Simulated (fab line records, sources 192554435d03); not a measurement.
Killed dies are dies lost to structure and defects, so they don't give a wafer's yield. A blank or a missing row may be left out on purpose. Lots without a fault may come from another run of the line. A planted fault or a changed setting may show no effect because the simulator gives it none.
fab line records | flow n5_finfet | part 1 of 2: steps 1 to 20 of 29
record lots=5 wafers=15 last_day=17
route steps=1938 shown BEOL_M12@1656 BEOL_M13@1659
lots that met no fault: from a run of the same line without faults
start_h: hours from the record's first day to the start of the lot's first wafer shown | wait_h: hours since the lot's step before | " the same as in the row above | L1.1+2: a row that stands for several wafers | - no value, or no start given | * or withheld: withheld | < > ~ a bound
route shown NAME@n: a module of which the file shows steps, and the number in the route of the first | usual: mean/standard deviation of fault-free wafers | same: alike in all rows | chamber/n: place in a boat | sites: the reading at each site | _std_site: their standard deviation | _edge_site: outer sites' mean less inner sites' | radius_mm: how far each site lies from the wafer's centre | mask NAME#n: copy n | behind: the tool/chamber that last shaped the wafer | hold: why the lot was held/for how many hours/how that ended | device: the transistor (n, p or np) that didn't switch | end of line: the same wafers' tests at the end of the route | a step without rows: its recipe alone | killed: dies lost to structure and defects at the first sort, not the wafer's yield | map: a wafer's dies, x killed, . not, _ none there
set.NAME: the setting as run; set.NAME@STEP: as run at that earlier step | model.NAME: the simulator's own value behind a step, which no gauge read
lots at some steps of the route; a table a step, a row a wafer
services: from which hour (start_h, from the record's first day; less than 0 if before it) a tool's chamber was out of use, for how many hours, and why
## steps
# step N5_BEOL_M12_DEP_53
# recipe material=SiCN target_thk_a=300 temp_c=withheld precursor=3MS/NH3 pressure_torr=3 rf_w=675 time_s=10.5
# usual rf_fwd_power_W=667/3.5 showerhead_plenum_p_Torr=4.174/0.028 throttle_valve_pct=17.9/0.69
# columns lot.wafer tool chamber start_h wait_h rf_fwd_power_W showerhead_plenum_p_Torr throttle_valve_pct
L076.2 pecvd-02 0 250.87 0.0 664 4.183 19.4
L076.3 " 1 " " 667 4.201 18.4
L076.6 " 2 " " 675 4.184 17.1
L081.2 pecvd-02 1 290.91 0.0 671 4.199 18.3
L081.4 " 1 " " 670 4.207 18.5
L081.5 " 0 " " 666 4.180 19.0
L080.1 pecvd-04 0 291.34 0.0 668 4.164 17.8
L080.4 " 0 " " 665 4.172 17.8
L080.6 " 2 " " 661 4.131 17.1
L088.1 pecvd-02 2 326.14 0.0 668 4.202 17.3
L088.2 " 0 " " 666 4.186 19.3
L088.4 " 1 " " 666 4.207 18.3
L093.2 pecvd-02 1 371.13 0.0 671 4.209 18.4
L093.4 " 0 " " 666 4.183 19.2
L093.6 " 1 " " 669 4.198 18.4
# step N5_BEOL_M12_RS_MEAS_54
# recipe thk_meas_gauge=four-point-probe reads=Cu_of_BEOL_M12_ECD_47+Ta_of_BEOL_M12_SPUTTER_44+TaN_of_BEOL_M12_SPUTTER_43
# usual M12_RS=0.0598/0.00075
# columns lot.wafer tool chamber start_h wait_h M12_RS[ohm/sq]
L076.2 film_metro-02 - 250.93 0.0 0.0590
L076.3 " - " " 0.0596
L076.6 " - " " 0.0577
L081.2 film_metro-02 - 290.97 0.0 0.0615
L081.4 " - " " 0.0600
L081.5 " - " " 0.0590
L080.1 film_metro-01 - 291.42 0.1 0.0606
L080.4 " - " " 0.0603
L080.6 " - " " 0.0588
L088.1 film_metro-01 - 326.20 0.0 0.0603
L088.2 " - " " 0.0589
L088.4 " - " " 0.0597
L093.2 film_metro-01 - 371.19 0.0 0.0593
L093.4 " - " " 0.0588
L093.6 " - " " 0.0601
# step N5_BEOL_M12_INSPECT_55
# recipe inspect_instrument=darkfield mode=post_dep
# usual raw_defect_count=68/27
# columns lot.wafer tool chamber start_h wait_h raw_defect_count
L076.2 defect_inspect-01 - 250.96 0.0 66
L076.3 " - " " 53
L076.6 " - " " 72
L081.2 defect_inspect-02 - 291.00 0.0 61
L081.4 " - " " 37
L081.5 " - " " 57
L080.1 defect_inspect-01 - 291.44 0.0 55
L080.4 " - " " 38
L080.6 " - " " 44
L088.1 defect_inspect-02 - 326.23 0.0 90
L088.2 " - " " 102
L088.4 " - " " 69
L093.2 defect_inspect-02 - 371.22 0.0 66
L093.4 " - " " 52
L093.6 " - " " 42
# step N5_BEOL_M13_ILD_DEP_00
# recipe material=SiOC target_thk_a=8379.2 temp_c=350 precursor=DEMS/O2 pressure_torr=5 rf_w=500 time_s=166.4
# usual heater_power_w=481/78 rf_fwd_power_W=498.4/1.5 showerhead_plenum_p_Torr=5.695/0.016 susceptor_temp_C=350.01/0.19 throttle_valve_pct=11.8/0.35
# columns lot.wafer tool chamber start_h wait_h heater_power_w rf_fwd_power_W showerhead_plenum_p_Torr susceptor_temp_C throttle_valve_pct
L076.2 pecvd-03 2 251.00 0.0 454 499.4 5.680 349.81 11.2
L076.3 " 1 " " 542 497.4 5.706 350.06 11.7
L076.6 " 0 " " 430 496.5 5.710 349.82 12.3
L081.2 pecvd-01 0 291.03 0.0 357 497.3 5.685 349.88 11.8
L081.4 " 0 " " 394 499.2 5.690 349.87 12.2
L081.5 " 2 " " 449 499.2 5.667 349.82 11.8
L080.1 pecvd-03 2 291.48 0.0 484 498.5 5.695 349.82 11.2
L080.4 " 0 " " 409 495.4 5.720 350.06 11.9
L080.6 " 1 " " 593 499.1 5.689 350.05 11.7
L088.1 pecvd-03 2 326.27 0.0 447 495.6 5.682 350.26 11.6
L088.2 " 1 " " 635 497.8 5.691 349.78 11.6
L088.4 " 0 " " 389 496.4 5.715 349.96 11.9
L093.2 pecvd-04 0 371.25 0.0 518 498.3 5.702 349.93 11.7
L093.4 " 1 " " 400 498.1 5.703 350.19 11.0
L093.6 " 0 " " 570 499.4 5.686 350.21 11.8
# step N5_BEOL_M13_THK_MEAS_01
# recipe reads=SiOC_of_BEOL_M13_ILD_DEP_00
# usual M13_ILD_THK=839/12
# columns lot.wafer tool chamber start_h wait_h M13_ILD_THK[nm]
L076.2 film_metro-02 - 251.15 0.1 819
L076.3 " - " " 838
L076.6 " - " " 852
L081.2 film_metro-01 - 291.18 0.1 835
L081.4 " - " " 846
L081.5 " - " " 850
L080.1 film_metro-02 - 291.63 0.1 824
L080.4 " - " " 842
L080.6 " - " " 844
L088.1 film_metro-01 - 326.42 0.1 831
L088.2 " - " " 834
L088.4 " - " " 844
L093.2 film_metro-01 - 371.40 0.1 845
L093.4 " - " " 851
L093.6 " - " " 869
# step N5_BEOL_M13_COAT_58
# recipe resist=BARC temp_c=205 time_s=60 spin_rpm=1500 resist_thk_nm=89
# usual exhaust_pa=45.0/0.84 plate_temp_C=205.00/0.18
# columns lot.wafer tool chamber start_h wait_h exhaust_pa plate_temp_C
L076.2 litho_track-04 0 251.18 0.0 44.4 205.08
L076.3 " 0 " " 44.0 205.08
L076.6 " 0 " " 44.6 205.37
L081.2 litho_track-05 0 291.22 0.0 44.9 204.87
L081.4 " 0 " " 45.1 204.86
L081.5 " 0 " " 45.2 204.87
L080.1 litho_track-01 0 291.66 0.0 44.7 204.64
L080.4 " 0 " " 46.5 205.04
L080.6 " 0 " " 45.1 205.03
L088.1 litho_track-05 0 326.45 0.0 45.8 205.00
L088.2 " 0 " " 44.0 205.09
L088.4 " 0 " " 45.1 204.79
L093.2 litho_track-04 0 371.44 0.0 45.2 205.01
L093.4 " 0 " " 45.0 204.96
L093.6 " 0 " " 46.4 204.93
# step N5_BEOL_M13_COAT_04
# recipe spin_rpm=1625 resist_thk_nm=400
# usual exhaust_pa=45.2/0.84
# columns lot.wafer tool chamber start_h wait_h exhaust_pa
L076.2 litho_track-04 0 - - 46.1
L076.3 " 0 " " 47.2
L076.6 " 0 " " 47.2
L081.2 litho_track-05 0 - - 45.3
L081.4 " 0 " " 45.8
L081.5 " 0 " " 45.7
L080.1 litho_track-01 0 - - 46.0
L080.4 " 0 " " 45.8
L080.6 " 0 " " 45.9
L088.1 litho_track-05 0 - - 45.2
L088.2 " 0 " " 46.1
L088.4 " 0 " " 46.3
L093.2 litho_track-04 0 - - 44.2
L093.4 " 0 " " 44.5
L093.6 " 0 " " 44.6
# step N5_BEOL_M13_EBR_06
# recipe solvent=PGMEA ebr_width_mm=1.5
# usual exhaust_pa=45.0/0.92
# columns lot.wafer tool chamber start_h wait_h exhaust_pa
L076.2 litho_track-04 0 - - 46.1
L076.3 " 0 " " 47.5
L076.6 " 0 " " 46.4
L081.2 litho_track-05 0 - - 45.9
L081.4 " 0 " " 46.0
L081.5 " 0 " " 46.5
L080.1 litho_track-01 0 - - 46.0
L080.4 " 0 " " 46.7
L080.6 " 0 " " 46.5
L088.1 litho_track-05 0 - - 44.8
L088.2 " 0 " " 43.9
L088.4 " 0 " " 44.8
L093.2 litho_track-04 0 - - 44.3
L093.4 " 0 " " 45.6
L093.6 " 0 " " 43.9
# step N5_BEOL_M13_SOFTBAKE_05
# recipe temp_c=130 time_s=60
# usual exhaust_pa=45.1/0.85 plate_temp_C=130.00/0.13
# columns lot.wafer tool chamber start_h wait_h exhaust_pa plate_temp_C
L076.2 litho_track-04 0 - - 44.7 130.06
L076.3 " 0 " " 44.6 130.10
L076.6 " 0 " " 46.1 129.98
L081.2 litho_track-05 0 - - 45.7 129.96
L081.4 " 0 " " 45.4 129.91
L081.5 " 0 " " 45.3 130.02
L080.1 litho_track-01 0 - - 44.8 130.03
L080.4 " 0 " " 45.7 130.02
L080.6 " 0 " " 45.9 129.97
L088.1 litho_track-05 0 - - 46.5 130.27
L088.2 " 0 " " 44.4 129.81
L088.4 " 0 " " 46.5 130.20
L093.2 litho_track-04 0 - - 44.9 130.01
L093.4 " 0 " " 46.8 130.05
L093.6 " 0 " " 45.5 129.86
# step N5_BEOL_M13_EXPOSE_07
# recipe mask_id=V12 na=0.93 source_shape=conventional sigma_outer=0.6 polarization=unpolarized attpsm_phase_deg=180 dose_mj=24.8
# usual stage_vel_mm_s=500.01/0.26
# same na=0.93
# columns lot.wafer tool chamber start_h wait_h mask stage_vel_mm_s
L076.2 krf_scanner-01 0 251.41 - V12#0 500.33
L076.3 " 0 " " V12#0 500.08
L076.6 " 0 " " V12#0 500.50
L081.2 krf_scanner-02 0 291.32 - V12#0 500.33
L081.4 " 0 " " V12#0 500.10
L081.5 " 0 " " V12#0 500.43
L080.1 krf_scanner-02 0 291.76 - V12#0 500.15
L080.4 " 0 " " V12#0 500.00
L080.6 " 0 " " V12#0 500.02
L088.1 krf_scanner-02 0 326.83 - V12#0 500.34
L088.2 " 0 " " V12#0 499.98
L088.4 " 0 " " V12#0 499.73
L093.2 krf_scanner-02 0 371.67 - V12#0 500.06
L093.4 " 0 " " V12#0 499.89
L093.6 " 0 " " V12#0 499.52
# step N5_BEOL_M13_PEB_08
# recipe peb_temp_c=130 peb_time_s=90
# usual exhaust_pa=44.9/0.83 plate_temp_C=129.98/0.14
# columns lot.wafer tool chamber start_h wait_h exhaust_pa plate_temp_C
L076.2 litho_track-01 0 251.46 0.0 45.7 129.89
L076.3 " 0 " " 45.9 129.92
L076.6 " 0 " " 45.2 129.98
L081.2 litho_track-05 0 291.37 0.0 43.7 130.12
L081.4 " 0 " " 43.5 130.09
L081.5 " 0 " " 43.1 130.18
L080.1 litho_track-04 0 291.82 0.1 44.9 129.90
L080.4 " 0 " " 46.7 129.86
L080.6 " 0 " " 44.7 130.10
L088.1 litho_track-01 0 326.88 0.1 45.5 130.03
L088.2 " 0 " " 45.2 130.04
L088.4 " 0 " " 45.3 130.07
L093.2 litho_track-05 0 371.72 0.0 44.3 129.89
L093.4 " 0 " " 42.7 129.96
L093.6 " 0 " " 45.8 129.94
# step N5_BEOL_M13_DEVELOP_09
# recipe develop_time_s=45 rinse_liquid=diw dry=air_spin dev_temp_c=21
# usual exhaust_pa=45.1/1
# same develop_time_s=45
# columns lot.wafer tool chamber start_h wait_h exhaust_pa
L076.2 litho_track-01 0 - - 44.1
L076.3 " 0 " " 45.4
L076.6 " 0 " " 43.9
L081.2 litho_track-05 0 - - 45.2
L081.4 " 0 " " 44.3
L081.5 " 0 " " 44.7
L080.1 litho_track-04 0 - - 44.4
L080.4 " 0 " " 43.7
L080.6 " 0 " " 45.0
L088.1 litho_track-01 0 - - 48.1
L088.2 " 0 " " 47.8
L088.4 " 0 " " 47.6
L093.2 litho_track-05 0 - - 45.5
L093.4 " 0 " " 44.6
L093.6 " 0 " " 45.3
# step N5_BEOL_M13_HARDBAKE_14
# recipe temp_c=130 time_s=120
# usual exhaust_pa=45.1/0.95 plate_temp_C=129.96/0.14
# columns lot.wafer tool chamber start_h wait_h exhaust_pa plate_temp_C
L076.2 litho_track-01 0 - - 46.1 129.84
L076.3 " 0 " " 44.8 129.91
L076.6 " 0 " " 46.2 129.85
L081.2 litho_track-05 0 - - 45.3 130.07
L081.4 " 0 " " 45.8 130.03
L081.5 " 0 " " 43.9 130.24
L080.1 litho_track-04 0 - - 45.9 129.83
L080.4 " 0 " " 46.3 129.86
L080.6 " 0 " " 44.8 129.91
L088.1 litho_track-01 0 - - 46.7 129.91
L088.2 " 0 " " 45.2 129.79
L088.4 " 0 " " 44.4 130.23
L093.2 litho_track-05 0 - - 44.9 130.02
L093.4 " 0 " " 44.0 129.96
L093.6 " 0 " " 44.1 130.21
# step N5_BEOL_M13_CD_MEAS_10
# recipe target_cd_nm=190 landing_energy_ev=500 detector=se_inlens polarity=opening
# usual cd_nm=189.9/1.8
# columns lot.wafer tool chamber start_h wait_h cd_nm
L076.2 cd_sem-01 0 251.58 - 191.6
L076.3 " 0 " " 191.7
L076.6 " 0 " " 190.9
L081.2 cd_sem-03 0 291.49 - 190.9
L081.4 " 0 " " 192.0
L081.5 " 0 " " 188.7
L080.1 cd_sem-03 0 291.93 - 192.7
L080.4 " 0 " " 193.0
L080.6 " 0 " " 192.4
L088.1 cd_sem-03 0 327.00 - 187.2
L088.2 " 0 " " 188.3
L088.4 " 0 " " 188.8
L093.2 cd_sem-02 0 371.84 - 186.0
L093.4 " 0 " " 185.8
L093.6 " 0 " " 187.6
# step N5_BEOL_M13_OVL_MEAS_11
# recipe points_per_wafer=44
# usual V12_OVL=-2/5.9
# columns lot.wafer tool chamber start_h wait_h V12_OVL[nm]
L076.2 overlay-01 0 251.61 0.0 6
L076.3 " 0 " " -9
L076.6 " 0 " " 1
L081.2 overlay-02 0 291.52 0.0 -9
L081.4 " 0 " " -11
L081.5 " 0 " " -8
L080.1 overlay-02 0 291.96 0.0 -7
L080.4 " 0 " " -2
L080.6 " 0 " " -4
L088.1 overlay-01 0 327.03 0.0 5
L088.2 " 0 " " 2
L088.4 " 0 " " 0
L093.2 overlay-02 0 371.87 0.0 7
L093.4 " 0 " " 5
L093.6 " 0 " " 5
# step N5_BEOL_M13_INSPECT_12
# recipe mode=adi inspect_instrument=macro
# usual raw_defect_count=2.0/1.3
# columns lot.wafer tool chamber start_h wait_h raw_defect_count
L076.2 defect_inspect-01 - 251.63 0.0 3
L076.3 " - " " 1
L076.6 " - " " 0
L081.2 defect_inspect-02 - 291.54 0.0 0
L081.4 " - " " 4
L081.5 " - " " 2
L080.1 defect_inspect-01 - 291.99 0.0 2
L080.4 " - " " 2
L080.6 " - " " 4
L088.1 defect_inspect-02 - 327.05 0.0 3
L088.2 " - " " 0
L088.4 " - " " 4
L093.2 defect_inspect-01 - 371.89 0.0 2
L093.4 " - " " 1
L093.6 " - " " 5
# step N5_BEOL_M13_DESCUM_15
# recipe chemistry=O2 time_s=7.9 source_power_w=50 bias_power_w=20 pressure_mtorr=20 rf_frequency_hz=2.712e+07 temp_c=40 o2_flow_sccm=225
# usual drypump_motor_current_A=5.42/0.3 oes_product_au=0.81/0.1 rf_fwd_power_W=49.41/0.25 rf_vpp_V=243.3/1.2 showerhead_plenum_p_Torr=2.10/0.046 throttle_valve_pct=20.36/0.24
# columns lot.wafer tool chamber start_h wait_h drypump_motor_current_A oes_product_au rf_fwd_power_W rf_hours_counter_h rf_vpp_V showerhead_plenum_p_Torr throttle_valve_pct
L076.2 rie_diel-05 1 251.68 0.0 5.46 0.90 49.10 46 241.0 2.05 20.07
L076.3 " 3 " " 5.32 0.72 49.53 181 242.2 2.08 20.47
L076.6 " 0 " " 5.01 0.97 49.49 - 242.6 2.12 20.26
L081.2 rie_diel-06 1 291.57 0.0 5.39 0.90 49.05 29 244.0 2.12 20.13
L081.4 " 1 " " 5.42 0.91 48.96 - 243.0 2.12 20.11
L081.5 " 2 " " 5.90 0.72 49.15 - 242.4 2.08 20.87
L080.1 rie_diel-06 2 292.02 0.0 5.87 0.72 49.04 220 242.8 2.08 20.85
L080.4 " 3 " " 5.37 0.68 49.86 - 244.1 2.08 20.70
L080.6 " 2 " " 5.89 0.72 49.18 - 242.3 2.08 20.85
L088.1 rie_diel-05 3 327.27 0.2 5.30 0.70 49.50 209 242.3 2.07 20.52
L088.2 " 0 " " 5.01 0.92 49.68 35 245.1 2.11 20.29
L088.4 " 1 " " 5.48 0.85 49.06 74 241.8 2.04 20.12
L093.2 rie_diel-05 3 372.27 0.4 5.31 0.69 49.46 222 243.1 2.06 20.54
L093.4 " 0 " " 5.03 0.90 49.72 - 244.5 2.11 20.33
L093.6 " 2 " " 5.68 0.85 49.42 - 242.8 2.12 20.17
# step N5_BEOL_M13_ETCH_59
# recipe chemistry=N2/H2 target=BARC target_depth_a=890 overetch_a=267 time_s=67.9 ion_energy_ev=200 pressure_mtorr=30 source_w=840 bias_w=150 n2_flow_sccm=200 h2_flow_sccm=200
# usual drypump_motor_current_A=5.42/0.3 oes_product_au=0.69/0.081 rf_fwd_power_W=833/3.4 rf_vpp_V=524.3/1.8 showerhead_plenum_p_Torr=2.56/0.061 throttle_valve_pct=17.87/0.29
# columns lot.wafer tool chamber start_h wait_h drypump_motor_current_A oes_product_au rf_fwd_power_W rf_hours_counter_h rf_vpp_V showerhead_plenum_p_Torr throttle_valve_pct
L076.2 rie_diel-05 1 251.71 0.0 5.47 0.75 826 46 522.9 2.48 17.45
L076.3 " 3 " " 5.32 0.61 835 181 523.5 2.52 18.05
L076.6 " 0 " " 5.03 0.83 834 - 525.1 2.62 17.92
L081.2 rie_diel-06 1 291.61 0.0 5.37 0.74 829 29 526.0 2.60 17.61
L081.4 " 1 " " 5.42 0.75 833 - 525.1 2.60 17.61
L081.5 " 2 " " 5.91 0.62 836 - 523.0 2.54 18.55
L080.1 rie_diel-06 2 292.06 0.0 5.88 0.62 830 220 523.0 2.54 18.56
L080.4 " 3 " " 5.29 0.60 837 - 523.5 2.53 18.16
L080.6 " 2 " " 5.88 0.62 828 - 524.3 2.54 18.56
L088.1 rie_diel-05 3 327.31 0.0 5.35 0.60 841 209 522.0 2.51 18.10
L088.2 " 0 " " 5.01 0.77 838 35 525.6 2.61 17.96
L088.4 " 1 " " 5.45 0.71 828 74 522.6 2.47 17.52
L093.2 rie_diel-05 3 372.30 0.0 5.31 0.59 832 222 523.1 2.50 18.12
L093.4 " 0 " " 5.02 0.77 835 - 524.6 2.61 17.99
L093.6 " 2 " " 5.70 0.72 841 - 522.8 2.58 17.76
# step N5_BEOL_M13_VIA_ETCH_16
# recipe chemistry=C4F8/O2/Ar target=SiOC pressure_mtorr=30 source_w=3000 bias_w=700 Ar_flow_sccm=400 C4F8_flow_sccm=15 O2_flow_sccm=8 he_inner_torr=15 he_outer_torr=30 target_depth_a=9217 time_s=withheld ion_energy_ev=250 ends=cleared
# usual drypump_motor_current_A=5.42/0.3 oes_product_au=0.73/0.091 rf_fwd_power_W=2991/9.3 rf_vpp_V=666.0/2.1 showerhead_plenum_p_Torr=3.43/0.084 throttle_valve_pct=24.16/0.22
# columns lot.wafer tool chamber start_h wait_h drypump_motor_current_A oes_product_au rf_fwd_power_W rf_vpp_V showerhead_plenum_p_Torr throttle_valve_pct
L076.2 rie_diel-05 1 251.77 0.0 5.47 0.79 3000 664.4 3.33 23.74
L076.3 " 3 " " 5.32 0.64 2991 665.6 3.40 24.28
L076.6 " 0 " " 5.04 0.87 2997 667.2 3.49 24.18
L081.2 rie_diel-06 1 291.66 0.0 5.47 0.81 3002 668.0 3.50 24.10
L081.4 " 1 " " 5.46 0.80 2986 666.5 3.50 24.09
L081.5 " 2 " " 5.89 0.66 2972 665.5 3.37 24.52
L080.1 rie_diel-06 2 292.11 0.0 5.92 0.64 2989 665.4 3.37 24.51
L080.4 " 3 " " 5.36 0.62 3001 665.3 3.39 24.40
L080.6 " 2 " " 5.92 0.64 2990 664.8 3.37 24.52
L088.1 rie_diel-05 3 327.36 0.0 5.33 0.64 3008 664.7 3.38 24.32
L088.2 " 0 " " 5.01 0.83 3000 667.0 3.48 24.23
L088.4 " 1 " " 5.42 0.77 2981 664.0 3.32 23.78
L093.2 rie_diel-05 3 372.35 0.0 5.30 0.62 3009 664.4 3.37 24.32
L093.4 " 0 " " 5.02 0.79 3002 667.4 3.47 24.24
L093.6 " 2 " " 5.70 0.78 3000 666.8 3.49 24.13
# step N5_BEOL_M13_STRIP_63
# recipe chemistry=N2/H2 power_w=1000 temp_c=250 h2_frac=0.65 overash_fraction=0.3 pressure_mtorr=1000 n2_flow_sccm=1750 h2_flow_sccm=3250
# usual drypump_motor_current_A=5.8/0.52 heater_power_w=357/44 oes_product_au=0.674/0.0048 strip_time_to_endpoint_s=27.5/1.2
# columns lot.wafer tool chamber start_h wait_h drypump_motor_current_A heater_power_w oes_product_au rf_hours_counter_h strip_time_to_endpoint_s
L076.2 plasma_asher-01 0 252.00 - 6.3 422 0.675 73 29.1
L076.3 " 0 " " 6.3 415 0.674 - 27.8
L076.6 " 1 " " 6.0 322 0.674 - 26.8
L081.2 plasma_asher-01 1 291.90 - 6.0 333 0.674 81 27.4
L081.4 " 1 " " 6.0 329 0.675 - 26.1
L081.5 " 1 " " 6.0 322 0.675 - 26.4
L080.1 plasma_asher-01 0 292.34 - 6.2 422 0.676 81 29.3
L080.4 " 1 " " 6.0 326 0.680 - 27.8
L080.6 " 1 " " 6.0 319 0.679 - 27.5
L088.1 plasma_asher-01 0 327.60 - 6.3 425 0.680 89 28.7
L088.2 " 1 " " 6.0 322 0.668 89 27.3
L088.4 " 1 " " 6.0 326 0.680 - 27.1
L093.2 plasma_asher-01 0 372.60 - 6.2 418 0.671 97 26.8
L093.4 " 0 " " 6.3 420 0.670 - 25.9
L093.6 " 1 " " 6.0 327 0.667 - 23.6
